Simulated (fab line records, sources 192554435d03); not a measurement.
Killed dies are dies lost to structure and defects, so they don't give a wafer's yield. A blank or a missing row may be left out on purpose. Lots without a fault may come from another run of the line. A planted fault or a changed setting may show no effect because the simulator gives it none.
Which tool did it? | flow n5_finfet | 12 lots, 36 wafers sampled, at 1 step of a route of 1938

WHAT THE GAUGES READ, wafer by wafer
N5_BEOL_M13_INSPECT_55: inspects for defects (darkfield).
lot  | measured     | on                | raw_defect_count
L075 | day 11 23:01 | defect_inspect-01 | 59 75 80
L076 | day 12 18:52 | defect_inspect-01 | 126 60 67
L079 | day 13 06:35 | defect_inspect-02 | 110 100 65
L077 | day 13 07:01 | defect_inspect-02 | 65 83 77
L083 | day 13 20:45 | defect_inspect-01 | 59 65 69
L085 | day 14 04:25 | defect_inspect-02 | 55 66 40
L087 | day 14 10:43 | defect_inspect-02 | 65 64 80
L089 | day 15 13:17 | defect_inspect-01 | 78 86 95
L090 | day 16 04:31 | defect_inspect-01 | 69 124 57
L092 | day 16 06:00 | defect_inspect-01 | 77 56 46
L095 | day 17 09:14 | defect_inspect-01 | 90 70 81
L096 | day 17 13:29 | defect_inspect-02 | 96 29 45

WHICH TOOL RAN EACH LOT (tool, then ch and the chambers of the sampled wafers, then the start)
The record holds no process step before these readings.

THE ANSWER, worked out from the rows above alone
Rule: what is usual is taken from the lots themselves. Put in order of their means at a reading, lots are off if they are a third of the lots or fewer, leave a main group of 4 or more, and stand apart from it by a gap of 3 or more times the standard deviation of the main group's means; of several such gaps the widest counts. A main group whose means are all the same, to the digits that the tables above print for the reading, isn't used. A lot without any number at a reading at which 4 lots or more have one is off too. The other lots that the step has rows for count as sound.
No lot is off at any reading shown: from this, nothing can be told.

WHAT THE SIMULATOR HAD PUT IN
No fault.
